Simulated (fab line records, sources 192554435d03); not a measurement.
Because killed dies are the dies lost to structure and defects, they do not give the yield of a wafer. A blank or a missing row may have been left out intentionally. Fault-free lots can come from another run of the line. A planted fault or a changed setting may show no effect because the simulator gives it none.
One fault seen from 3 desks	flow n5Finfet	what lay behind the numbers comes last; until then each desk has only its own

## AT THE METROLOGY DESK
Lot by lot, what the gauges showed, no matter which tool ran the lot: averages of those sampled wafers that carry a number. The brackets show how far a lot's mean lies from the usual mean; more than 4 standard deviations puts the lot out of limits, marked OUT.
Columns: A = M6_OVL at N5_BEOL_M6_OVL_MEAS_12, usual 0.2 nm
lot	first seen here	A
L511	day 10 13:22	-0.3
L517	day 11 20:53	0.5
L520	day 12 15:52	1.1
L522	day 13 03:56	0.3
L523	day 13 11:56	-0.0
L526	day 14 12:00	1.6
L527	day 14 20:35	0.5
L529	day 14 21:06	0.1
L530	day 15 09:06	1.1
L531	day 15 21:39	-0.1
Finding of this desk: none of the 10 lots has anything out of limits.

## FOR THE TOOL OWNER'S DESK: lithoTrack-04
The tool's own readings at N5_BEOL_M6_COAT_64 (time 60 s, resist thk 12 nm): means of the sampled wafers that have a number, for each lot that ran on this tool. The brackets show how far a lot's mean lies from the usual mean; more than 4 standard deviations puts the lot out of limits, marked OUT.
Columns: A = dispensePressureKPa at N5_BEOL_M6_COAT_64, usual 49 kPa; B = spinSpeedRpm at N5_BEOL_M6_COAT_64, usual 1499.8 rpm
lot	first seen here	A	B
L511	day 10 14:56	43	1500.2
L517	day 12 01:19	43	1713.6 (+99 or more) OUT
L520	day 12 17:35	43	1714.9 (+99 or more) OUT
L531	day 15 22:23	43	1499.6
Finding of this desk: L517, L520 out of limits; the first was L517 at day 12 01:19, on spinSpeedRpm at N5_BEOL_M6_COAT_64. L511, L531 stayed within limits.

## THE DEFECT DESK
Lot by lot, what the route's inspections counted, given as the mean of those sampled wafers with a number. The brackets show how far a lot's mean lies from the usual mean; more than 4 standard deviations puts the lot out of limits, marked OUT.
Columns: A = rawDefectCount at N5_BEOL_M6_INSPECT_13, usual 392
lot	first seen here	A
L511	day 10 13:23	363
L517	day 11 20:55	399
L520	day 12 15:53	455
L522	day 13 03:58	352
L523	day 13 11:58	408
L526	day 14 12:01	405
L527	day 14 20:37	276
L529	day 14 21:07	329
L530	day 15 09:07	408
L531	day 15 21:40	348
Finding of this desk: none of the 10 lots has anything out of limits.

## BROUGHT TOGETHER
The tool owner's desk could have raised an alarm at day 12 01:19, on L517, L520.
The metrology desk saw nothing out of limits.
Nothing out of limits was seen by the defect desk.
The metrology desk has L517, L520 on record, within its limits.
The defect desk has L517, L520 on record, within its limits.
N5_BEOL_M6_COAT_64 was run on lithoTrack-04 by each of the lots named.

## WHAT THE SIMULATOR HAD PUT IN
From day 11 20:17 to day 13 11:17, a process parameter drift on lithoTrack-04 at N5_BEOL_M6_COAT_64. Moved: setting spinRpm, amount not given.
Shown lots that were struck: L517, L520.
Hours from the fault's start to each desk's first reading out of limits: the tool owner's desk, 5.
